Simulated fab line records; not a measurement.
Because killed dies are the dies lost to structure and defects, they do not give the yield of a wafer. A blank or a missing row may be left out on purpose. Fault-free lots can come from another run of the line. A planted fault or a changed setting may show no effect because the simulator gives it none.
Struck lot and sound lot, side by side :: flow nand-harc :: 28 steps out of a route of 1302
Sound: these wafers, L468.4, L468.5, L468.6. Struck: wafers L473.2, L473.3, L473.4. The cause is given at the end.
Each step with rows lists, per side, the tool, then ch with its chambers, then its first start. Under that, the readings that differ: sound wafers :: struck wafers :: difference of the means :: sigmas: that difference in standard deviations of wafers without a fault.
alike: readings with means less than 2 such deviations apart, plus words and numbers identical on both sides. not compared: withheld readings, readings lacking a value on some wafer, bounds such as >300 that could conceal the same value, and numbers that have no deviation in the record and whose values overlap.
A row with sigmas, a row that says differs or no value, or rows on one side alone: a step with any of these is where the two part. Non-overlapping numbers with no deviation appear without sigmas and do not part them. Lack of a reading on every wafer of one side parts them only where that side has two or more wafers.

NHARC_A_CHANNEL_HOLE_D2_CD_MEAS_10 targets a cd of 100 nm.
  sound on cd-sem-02 ch 0, day 17 13:11; struck on cd-sem-02 ch 0, day 19 18:40
  alike: cd-nm
NHARC_A_CHANNEL_HOLE_D2_OVL_MEAS_11:
  struck on overlay-02, day 19 18:46; sound on overlay-02, day 17 13:16
  alike: overlay-x-nm, overlay-y-nm
NHARC_A_CHANNEL_HOLE_D2_INSPECT_12:
  struck on defect-inspect-01, day 19 18:48; sound on defect-inspect-02, day 17 13:19
  alike: raw-defect-count
NHARC_A_CHANNEL_HOLE_D2_DESCUM_15: chemistry O2, time 3 s.
  sound on rie-diel-08 ch 2,3, day 17 13:22; struck on rie-diel-13 ch 0,1,3, day 19 18:52
  alike: drypump-motor-current-A, mfc-ar-sccm, oes-product-au, rf-vpp-V, showerhead-plenum-p-Torr, throttle-valve-pct
  not compared: rf-hours-counter-h
NHARC_A_CHANNEL_HOLE_D2_ETCH_38: etches the open film in CF4, target depth 39 nm, time 65 s.
  sound on rie-diel-08 ch 0,3, day 17 13:28; struck on rie-diel-13 ch 0,1,3, day 19 18:56
  alike: drypump-motor-current-A, mfc-ar-sccm, oes-product-au, rf-vpp-V, showerhead-plenum-p-Torr, throttle-valve-pct
  not compared: rf-hours-counter-h
NHARC_A_CHANNEL_HOLE_D2_ETCH_39: etches the open film in N2/H2, target depth 260 nm, time 325 s.
  sound: rie-diel-08 ch 0,2,3; struck: rie-diel-13 ch 0,2,3
  alike: drypump-motor-current-A, mfc-ar-sccm, oes-product-au, rf-vpp-V, showerhead-plenum-p-Torr, throttle-valve-pct
  not compared: rf-hours-counter-h
then, 2 steps without rows for these wafers: NHARC_A_CHANNEL_HOLE_D2_ETCH_34 (etches the open film in CF4/CHF3, target depth 154 nm, time 77 s); NHARC_A_CHANNEL_HOLE_D2_ETCH_16 (etches the open film in O2/COS, target depth 3100 nm, time 806 s).
NHARC_A_CHANNEL_HOLE_D2_CD_MEAS_18:
  struck on cd-sem-01, day 19 19:58; sound on cd-sem-03, day 17 14:29
  alike: cd-nm
then, 3 steps without rows for these wafers: NHARC_A_CHANNEL_HOLE_D2_ETCH_19 (etches the open film in C4F8/O2/Ar, time 34.5 s); NHARC_A_CHANNEL_HOLE_D2_ETCH_20 (etches the open film in C4F8/O2/Ar, time 361.9 s, target depth 1600 nm); NHARC_A_CHANNEL_HOLE_D2_ETCH_21 (etches the open film in C4F8/O2/Ar, time 514.3 s, target depth 1600 nm).
NHARC_A_CHANNEL_HOLE_D2_ETCH_22: etches the open film in C4F8/O2/Ar, time 666.7 s, target depth 1600 nm.
  sound on har-etch-01 ch 0,1, day 17 17:20; struck on har-etch-01 ch 0,1, day 20 00:40
  alike: drypump-motor-current-A, mfc-ar-sccm, showerhead-plenum-p-Torr, throttle-valve-pct
  not compared: rf-hours-counter-h
then, 1 step without rows for these wafers: NHARC_A_CHANNEL_HOLE_D2_ETCH_23 (etches the open film in C4F8/O2/Ar, time 819 s, target depth 1600 nm).
NHARC_A_CHANNEL_HOLE_D2_ETCH_24: etches the open film in C4F8/O2/Ar, time 906.2 s, target depth 1500 nm.
  sound on har-etch-01 ch 0,1, day 17 18:40; struck on har-etch-01 ch 0,1, day 20 01:56
  alike: drypump-motor-current-A, mfc-ar-sccm, showerhead-plenum-p-Torr, throttle-valve-pct
  not compared: rf-hours-counter-h
then, 1 step without rows for these wafers: NHARC_A_CHANNEL_HOLE_D2_ETCH_25 (etches the open film in C4F8/O2/Ar, time 1040.2 s, target depth 1500 nm).
NHARC_A_CHANNEL_HOLE_D2_ETCH_26: etches the open film in C4F8/O2/Ar, time 224.1 s, target depth 300 nm.
  sound on har-etch-01 ch 0,1, day 17 20:07; struck on har-etch-01 ch 0,1, day 20 03:35
  alike: drypump-motor-current-A, mfc-ar-sccm, showerhead-plenum-p-Torr, throttle-valve-pct
  not compared: rf-hours-counter-h
then, 8 steps without rows for these wafers: NHARC_A_CHANNEL_HOLE_D2_ETCH_27 (etches the open film in C4F8/O2/Ar, time 90 s, target depth 400 nm); NHARC_A_CHANNEL_HOLE_D2_STRIP_41 (strips in N2/H2); NHARC_A_CHANNEL_HOLE_D2_STRIP_42 (strips in CF4/CHF3); NHARC_A_CHANNEL_HOLE_D2_STRIP_43 (strips in O2/COS); NHARC_A_CHANNEL_HOLE_D2_ETCH_44 (etches the open film in CF4/O2, target depth 140 nm, overetch 14 nm, time 77 s); NHARC_A_CHANNEL_HOLE_D2_STRIP_28 (strips in O2); NHARC_A_CHANNEL_HOLE_D2_PRECLEAN_29 (cleans in SC1); NHARC_A_CHANNEL_HOLE_D2_SRD_30.
NHARC_A_CHANNEL_HOLE_D2_CD_MEAS_31:
  struck on cd-sem-02, day 20 05:19; sound on cd-sem-01, day 17 21:49
  alike: cd-nm
NHARC_A_CHANNEL_HOLE_D2_XSEM_32:
  sound on xsem-02 ch 0, day 17 21:54; struck on xsem-02 ch 0
reading: bow-nm (nm)
sound: 9.3 9.3 9.3
struck: - - -
difference: no value on the struck wafers
sigmas: 
  alike: bot-cd-nm, tilt-deg
then, 1 step without rows for these wafers: NHARC_END_SORT_01.

== WHERE THEY PART ==
Only at NHARC_A_CHANNEL_HOLE_D2_XSEM_32, as far as this record shows.

WHY: whatever the simulator had introduced
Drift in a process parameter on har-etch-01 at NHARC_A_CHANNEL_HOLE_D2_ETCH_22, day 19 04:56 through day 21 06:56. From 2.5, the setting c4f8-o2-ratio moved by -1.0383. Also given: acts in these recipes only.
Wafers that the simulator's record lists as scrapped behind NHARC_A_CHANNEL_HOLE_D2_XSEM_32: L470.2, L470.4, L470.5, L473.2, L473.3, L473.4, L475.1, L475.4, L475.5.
